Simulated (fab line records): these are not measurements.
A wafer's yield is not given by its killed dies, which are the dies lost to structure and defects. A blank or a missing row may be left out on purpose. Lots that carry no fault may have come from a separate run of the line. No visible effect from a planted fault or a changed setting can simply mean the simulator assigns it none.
Which tool is to blame?	flow n5 finfet	23 lots with 69 wafers sampled at 6 steps, on a route of 1938 steps

WHAT THE GAUGES READ, wafer by wafer
The record holds no reading of a measuring or inspecting step that can be judged against a usual standard deviation.

WHAT TOOL EACH LOT RAN ON (gives the tool, then ch and the chambers of the sampled wafers, and finally the start)
lot	N5_MOL_CONTACT_COAG_SPUTTER_143	N5_MOL_CONTACT_COAG_CO_FILL_22	N5_MOL_CONTACT_COAG_CMP_23	N5_MOL_CONTACT_COAG_ALD_131	N5_MOL_CONTACT_COAG_ETCHBACK_135	N5_MOL_CONTACT_COAG_ETCH_65
L074	pvd sputter-02, day 4 19:22	cvd co-01 ch 0,1,2, day 4 19:29	cmp-01 ch 1,2,3, day 4 22:23	ald sin-02 ch 0,2,3, day 5 04:39	rie diel-06 ch 0,1,2, day 5 04:57	rie diel-01 ch 0,2,3, day 5 05:49
L075	pvd sputter-03, day 5 02:16	cvd co-01 ch 1,2, day 5 02:23	cmp-01 ch 1,2,3, day 5 04:42	ald sin-03 ch 0,1,2, day 5 08:50	rie diel-04 ch 0,1,2, day 5 09:18	rie diel-06 ch 0,1,3, day 5 10:09
L076	pvd sputter-01, day 5 12:14	cvd co-02 ch 0,1, day 5 12:22	cmp-01 ch 1,2,3, day 5 14:31	ald sin-03 ch 0,2,3, day 5 18:23	rie diel-01 ch 0,2, day 5 18:41	rie diel-01 ch 0,3, day 5 19:42
L077	pvd sputter-02, day 5 15:01	cvd co-01 ch 0,1,2, day 5 15:08	cmp-03 ch 1,2, day 5 18:15	ald sin-03 ch 0,1,2, day 5 22:10	rie diel-01 ch 2,3, day 5 22:29	rie diel-01 ch 0,2,3, day 5 23:19
L078	pvd sputter-01, day 5 22:38	cvd co-01 ch 0,1,2, day 5 22:45	cmp-03 ch 0,2,3, day 6 00:59	ald sin-01 ch 0,1,2, day 6 04:46	rie diel-06 ch 0,1,2, day 6 05:05	rie diel-01 ch 0,1,2, day 6 05:55
L079	pvd sputter-01, day 6 10:25	cvd co-01 ch 0,1,2, day 6 10:32	cmp-03 ch 0,1,2, day 6 12:59	ald sin-02 ch 1,2,3, day 6 16:58	rie diel-01 ch 1,2,3, day 6 17:19	rie diel-06 ch 0,1,2, day 6 18:16
L080	pvd sputter-01, day 6 11:11	cvd co-01 ch 0,1,2, day 6 11:19	cmp-02 ch 0,1,3, day 6 13:24	ald sin-01 ch 0,1, day 6 17:14	rie diel-04 ch 0,1,3, day 6 17:32	rie diel-06 ch 0,1,3, day 6 18:30
L081	pvd sputter-01, day 6 15:43	cvd co-02 ch 0,2, day 6 15:50	cmp-03 ch 1,2,3, day 6 18:47	ald sin-01 ch 0,1,2, day 6 22:40	rie diel-06 ch 0,2,3, day 6 22:58	rie diel-01 ch 2,3, day 6 23:49
L082	pvd sputter-01, day 6 22:34	cvd co-02 ch 0,2, day 6 22:41	cmp-03 ch 0,3, day 7 02:47	ald sin-01 ch 0,1, day 7 06:44	rie diel-06 ch 1,3, day 7 07:02	rie diel-04 ch 0,1, day 7 08:08
L083	pvd sputter-02, day 7 03:48	cvd co-02 ch 0,1,2, day 7 03:56	cmp-02 ch 0,1,2, day 7 08:19	ald sin-02 ch 0,2, day 7 12:44	rie diel-06 ch 0,1,3, day 7 13:04	rie diel-06 ch 0,1, day 7 13:57
L084	pvd sputter-01, day 7 10:50	cvd co-01 ch 0,1,2, day 7 10:57	cmp-02 ch 0,1,3, day 7 13:31	ald sin-01 ch 1,2,3, day 7 17:51	rie diel-06 ch 0,3, day 7 18:10	rie diel-01 ch 0,2, day 7 19:08
L085	pvd sputter-03, day 7 23:50	cvd co-02 ch 0,1, day 7 23:58	cmp-03 ch 0,2, day 8 03:02	ald sin-01 ch 0,1,2, day 8 07:18	rie diel-01 ch 0,2, day 8 07:37	rie diel-06 ch 0,1,3, day 8 08:35
L086	pvd sputter-03, day 8 00:10	cvd co-01 ch 1,2, day 8 00:25	cmp-02 ch 0,2,3, day 8 03:32	ald sin-03 ch 0,1, day 8 07:25	rie diel-04 ch 0,1, day 8 07:43	rie diel-06 ch 0,3, day 8 08:41
L087	pvd sputter-03, day 8 02:22	cvd co-02 ch 0,1,2, day 8 02:29	cmp-01 ch 0,2,3, day 8 04:52	ald sin-01 ch 2,3, day 8 08:43	rie diel-06 ch 0,3, day 8 09:09	rie diel-06 ch 0,1,3, day 8 10:08
L088	pvd sputter-03, day 8 08:45	cvd co-02 ch 0,2, day 8 08:53	cmp-02 ch 0,1,3, day 8 11:35	ald sin-01 ch 0,2,3, day 8 16:50	rie diel-04 ch 1,2,3, day 8 17:08	rie diel-01 ch 0,1,2, day 8 17:58
L089	pvd sputter-03, day 8 15:21	cvd co-01 ch 0,1,2, day 8 15:33	cmp-02 ch 1,2, day 8 18:18	ald sin-01 ch 0,2, day 9 00:05	rie diel-06 ch 0,1,2, day 9 00:23	rie diel-04 ch 1,2,3, day 9 01:25
L091	pvd sputter-03, day 8 23:35	cvd co-01 ch 0,1, day 8 23:43	cmp-02 ch 2,3, day 9 02:29	ald sin-03 ch 2,3, day 9 07:11	rie diel-06 ch 0,1,3, day 9 07:29	rie diel-01 ch 1,2, day 9 08:23
L090	pvd sputter-03, day 9 02:25	cvd co-01 ch 0,1, day 9 02:32	cmp-01 ch 0,2, day 9 07:50	ald sin-02 ch 0,1, day 9 11:56	rie diel-04 ch 1,2, day 9 12:25	rie diel-06 ch 0,1, day 9 13:15
L092	pvd sputter-03, day 9 11:38	cvd co-02 ch 0,1,2, day 9 11:45	cmp-01 ch 0,1,2, day 9 15:10	ald sin-01 ch 1,2,3, day 9 18:59	rie diel-04 ch 1,2,3, day 9 19:37	rie diel-01 ch 0,2,3, day 9 20:52
L094	pvd sputter-02, day 9 16:34	cvd co-01 ch 0,1, day 9 16:41	cmp-03 ch 2,3, day 9 19:14	ald sin-03 ch 1,3, day 9 23:11	rie diel-06 ch 0,2,3, day 9 23:35	rie diel-06 ch 0,1, day 10 00:32
L095	pvd sputter-01, day 10 00:08	cvd co-02 ch 0,2, day 10 00:16	cmp-03 ch 1,2,3, day 10 02:44	ald sin-03 ch 2,3, day 10 07:24	rie diel-06 ch 0,3, day 10 07:43	rie diel-01 ch 0,1, day 10 08:33
L096	pvd sputter-02, day 10 10:02	cvd co-01 ch 0,1, day 10 10:09	cmp-03 ch 0,1, day 10 13:24	ald sin-03 ch 0,2,3, day 10 17:13	rie diel-04 ch 1,2,3, day 10 17:31	rie diel-04 ch 1,2,3, day 10 18:29
L097	pvd sputter-02, day 10 13:26	cvd co-01 ch 0,1, day 10 13:33	cmp-01 ch 0,1,2, day 10 16:51	ald sin-02 ch 0,2,3, day 10 20:54	rie diel-04 ch 0,2, day 10 21:13	rie diel-01 ch 0,1,2, day 10 22:11
- N5_MOL_CONTACT_COAG_SPUTTER_143: material Co, target thk 2.5 nm.
- N5_MOL_CONTACT_COAG_CO_FILL_22: material Co, precursor CCTBA/H2, target thk 20 nm.
- N5_MOL_CONTACT_COAG_CMP_23: polishes, stops on SiO2, t overpolish 1.5 s, target thk 0 nm.
- N5_MOL_CONTACT_COAG_ALD_131: deposits SiO2, target thk 5 nm, pulse time 1 s, co reactant pulse time 1 s.
- N5_MOL_CONTACT_COAG_ETCHBACK_135: etches SiO2 in CHF3, target depth 25 nm, time 16.7 s.
- N5_MOL_CONTACT_COAG_ETCH_65: etches underlayer in N2/H2, target depth 13 nm, time 10.4 s.

AS READ BY THE TOOLS THEMSELVES (means over the sampled wafers that have a number; for cases with no such wafer, the mark the record gives instead)
N5_MOL_CONTACT_COAG_SPUTTER_143. Usual: substrate temp c 25.00 C, standard deviation 0.1; throttle valve pct 29.8 %, standard deviation 1.1.
lot	tool	substrate temp c (C)	throttle valve pct (%)	flag
L074	pvd sputter-02	25.05	29.8	
L075	pvd sputter-03	25.11	29.8	
L076	pvd sputter-01	24.96	30.0	
L077	pvd sputter-02	25.06	28.7	
L078	pvd sputter-01	25.09	30.1	
L079	pvd sputter-01	25.01	30.3	
L080	pvd sputter-01	25.05	30.4	
L081	pvd sputter-01	25.04	30.1	
L082	pvd sputter-01	24.92	29.9	
L083	pvd sputter-02	24.96	31.2	
L084	pvd sputter-01	25.02	30.1	
L085	pvd sputter-03	24.98	30.2	
L086	pvd sputter-03	25.03	30.6	
L087	pvd sputter-03	25.03	29.1	
L088	pvd sputter-03	24.98	30.0	
L089	pvd sputter-03	24.99	30.4	
L091	pvd sputter-03	25.07	29.5	
L090	pvd sputter-03	24.88	29.0	
L092	pvd sputter-03	24.97	30.0	
L094	pvd sputter-02	25.09	29.4	
L095	pvd sputter-01	24.92	30.1	
L096	pvd sputter-02	25.04	28.9	
L097	pvd sputter-02	25.04	30.9	

N5_MOL_CONTACT_COAG_CO_FILL_22. Usual: 232 W for heater power w, sd 21.
lot	tool	heater power w (W)	flag
L074	cvd co-01	237	
L075	cvd co-01	236	
L076	cvd co-02	217	
L077	cvd co-01	238	
L078	cvd co-01	236	
L079	cvd co-01	237	
L080	cvd co-01	237	
L081	cvd co-02	226	
L082	cvd co-02	227	
L083	cvd co-02	221	
L084	cvd co-01	239	
L085	cvd co-02	209	
L086	cvd co-01	237	
L087	cvd co-02	218	
L088	cvd co-02	228	
L089	cvd co-01	238	
L091	cvd co-01	241	
L090	cvd co-01	236	
L092	cvd co-02	218	
L094	cvd co-01	240	
L095	cvd co-02	228	
L096	cvd co-01	253	
L097	cvd co-01	253	

N5_MOL_CONTACT_COAG_CMP_23. Usual: motor current A 8.0 A, standard deviation 0.91; overpolish run s 1.500 s, standard deviation 0.0096; pad life wafers 1003, standard deviation 530; slurry flow ml min 150.1, standard deviation 0.45; time to endpoint s 10.6 s, standard deviation 1.8.
lot	tool	motor current A (A)	overpolish run s (s)	pad life wafers	slurry flow ml min	time to endpoint s (s)	flag
L074	cmp-01	7.4	1.502	1154	150.2	11.8	
L075	cmp-01	7.6	1.499	1219	150.0	11.4	
L076	cmp-01	7.3	1.495	1309	149.6	10.7	
L077	cmp-03	8.3	1.499	799	150.1	9.6	
L078	cmp-03	8.0	1.503	878	149.7	11.8	
L079	cmp-03	7.8	1.496	979	150.0	11.7	
L080	cmp-02	8.2	1.502	117	149.8	10.0	
L081	cmp-03	7.7	1.496	1052	150.0	9.8	
L082	cmp-03	8.1	1.501	1128	149.6	12.3	
L083	cmp-02	7.9	1.497	313	150.5	11.2	
L084	cmp-02	8.4	1.509	374	150.2	10.3	
L085	cmp-03	7.7	1.495	1280	149.7	13.3	
L086	cmp-02	8.0	1.498	488	149.8	10.7	
L087	cmp-01	8.3	1.502	1664	150.9	8.9	
L088	cmp-02	8.5	1.509	566	149.7	8.1	
L089	cmp-02	8.0	1.498	612	150.2	8.2	
L091	cmp-02	8.1	1.502	690	150.4	10.6	
L090	cmp-01	8.9	1.499	1910	150.7	9.9	
L092	cmp-01	8.0	1.503	1993	149.8	9.7	
L094	cmp-03	8.7	1.504	1460	150.3	11.7	
L095	cmp-03	8.2	1.500	1544	150.0	9.5	
L096	cmp-03	7.3	1.508	1622	150.6	13.3	
L097	cmp-01	8.2	1.498	104	150.0	11.1	

N5_MOL_CONTACT_COAG_ALD_131. Usual: heater power w 78 W, standard deviation 8.1; precursor pulse height rel 1.003, standard deviation 0.018.
lot	tool	heater power w (W)	precursor pulse height rel	flag
L074	ald sin-02	84	1.008	
L075	ald sin-03	76	0.986	
L076	ald sin-03	73	0.996	
L077	ald sin-03	75	1.001	
L078	ald sin-01	82	1.006	
L079	ald sin-02	80	1.003	
L080	ald sin-01	86	0.994	
L081	ald sin-01	83	1.007	
L082	ald sin-01	83	1.003	
L083	ald sin-02	86	0.998	
L084	ald sin-01	75	1.011	
L085	ald sin-01	83	1.016	
L086	ald sin-03	74	1.004	
L087	ald sin-01	71	1.008	
L088	ald sin-01	79	1.016	
L089	ald sin-01	85	1.011	
L091	ald sin-03	70	1.014	
L090	ald sin-02	86	0.974	
L092	ald sin-01	76	0.997	
L094	ald sin-03	70	0.992	
L095	ald sin-03	69	1.002	
L096	ald sin-03	69	1.003	
L097	ald sin-02	86	1.016	

N5_MOL_CONTACT_COAG_ETCHBACK_135. Usual: drypump motor current A 5.7 A, standard deviation 0.5; oes product au 0.77 a.u., standard deviation 0.093; rf vpp V 521 V, standard deviation 3.6; showerhead plenum p Torr 2.40 Torr, standard deviation 0.073; throttle valve pct 18.75 %, standard deviation 0.19.
lot	tool	drypump motor current A (A)	oes product au (a.u.)	rf vpp V (V)	showerhead plenum p Torr (Torr)	throttle valve pct (%)	flag
L074	rie diel-06	5.4	0.73	520	2.40	18.83	
L075	rie diel-04	5.9	0.70	520	2.33	18.93	
L076	rie diel-01	5.4	0.73	522	2.41	18.82	
L077	rie diel-01	5.6	0.81	522	2.40	18.58	
L078	rie diel-06	5.4	0.73	519	2.40	18.86	
L079	rie diel-01	5.4	0.88	519	2.38	18.52	
L080	rie diel-04	5.6	0.72	522	2.33	18.77	
L081	rie diel-06	5.9	0.75	522	2.43	18.86	
L082	rie diel-06	5.8	0.72	517	2.39	18.78	
L083	rie diel-06	5.9	0.73	520	2.43	18.80	
L084	rie diel-06	6.4	0.75	524	2.47	18.80	
L085	rie diel-01	5.4	0.80	522	2.40	18.72	
L086	rie diel-04	5.6	0.69	521	2.35	18.84	
L087	rie diel-06	6.4	0.74	522	2.46	18.81	
L088	rie diel-04	5.9	0.80	523	2.39	18.60	
L089	rie diel-06	5.4	0.79	518	2.39	18.75	
L091	rie diel-06	5.9	0.72	520	2.43	18.83	
L090	rie diel-04	6.2	0.84	524	2.47	18.67	
L092	rie diel-04	5.9	0.78	523	2.38	18.62	
L094	rie diel-06	5.9	0.80	521	2.42	18.75	
L095	rie diel-06	5.9	0.74	523	2.46	18.84	
L096	rie diel-04	5.9	0.77	523	2.38	18.63	
L097	rie diel-04	5.9	0.93	521	2.41	18.77	

N5_MOL_CONTACT_COAG_ETCH_65. Usual: drypump motor current A 5.6 A (standard deviation 0.52); etch rf on time s 10.38 s (standard deviation 0.13); h2 flow sccm 200.1 sccm (standard deviation 0.58); oes product au 0.68 a.u. (standard deviation 0.086); rf vpp V 524.6 V (standard deviation 2.1); showerhead plenum p Torr 2.57 Torr (standard deviation 0.071); throttle valve pct 17.86 % (standard deviation 0.21).
lot	tool	drypump motor current A (A)	etch rf on time s (s)	h2 flow sccm (sccm)	oes product au (a.u.)	rf vpp V (V)	showerhead plenum p Torr (Torr)	throttle valve pct (%)	flag
L074	rie diel-01	5.5	10.36	200.5	0.70	524.7	2.59	17.93	
L075	rie diel-06	5.9	10.40	200.3	0.64	526.0	2.61	17.88	
L076	rie diel-01	5.5	10.62	199.7	0.67	526.8	2.62	18.16	
L077	rie diel-01	5.6	10.41	200.0	0.68	525.2	2.59	17.94	
L078	rie diel-01	5.3	10.28	200.4	0.69	524.4	2.55	17.88	
L079	rie diel-06	5.4	10.38	199.9	0.62	524.7	2.56	17.97	
L080	rie diel-06	5.9	10.38	200.4	0.64	525.8	2.61	17.89	
L081	rie diel-01	5.7	10.39	200.2	0.74	525.3	2.59	17.71	
L082	rie diel-04	5.6	10.62	200.1	0.60	522.1	2.52	18.08	
L083	rie diel-06	5.5	10.42	200.0	0.64	524.9	2.61	17.95	
L084	rie diel-01	5.5	10.36	200.1	0.69	524.3	2.56	17.82	
L085	rie diel-06	5.9	10.44	200.3	0.62	524.9	2.60	17.92	
L086	rie diel-06	6.4	10.47	200.6	0.64	526.7	2.64	17.89	
L087	rie diel-06	5.9	10.43	199.6	0.62	524.5	2.60	17.93	
L088	rie diel-01	5.3	10.32	200.6	0.73	522.9	2.54	17.78	
L089	rie diel-04	5.9	10.36	199.9	0.68	524.1	2.55	17.84	
L091	rie diel-01	5.3	10.43	200.3	0.66	523.8	2.52	17.69	
L090	rie diel-06	5.4	10.48	199.6	0.62	525.4	2.60	17.98	
L092	rie diel-01	5.5	10.27	200.6	0.72	525.5	2.58	17.84	
L094	rie diel-06	5.5	10.38	199.5	0.62	525.9	2.60	17.98	
L095	rie diel-01	5.0	10.29	199.7	0.76	524.1	2.52	17.73	
L096	rie diel-04	5.9	10.47	199.6	0.66	524.5	2.54	17.86	
L097	rie diel-01	5.3	10.18	200.2	0.71	523.4	2.53	17.81	

THE ANSWER, worked out from the rows above alone
Rule: take the mean of a lot's wafers that have a number; if it is more than 3 standard deviations from the usual mean, the lot is off. Also off: a lot with no number at a reading for which 4 or more lots have one. Where the step has rows for the other lots, those lots are counted as sound. The gauges are gone through in route order, then the tools' own readings, and for those a lot's mean is taken as printed above. The first step at which some lot is off is used, and at that step the reading that is off furthest; a lot without a number counts as furthest.
Across all readings shown, no lot is off: no conclusion can be drawn from this.

WHAT THE SIMULATOR HAD INSERTED
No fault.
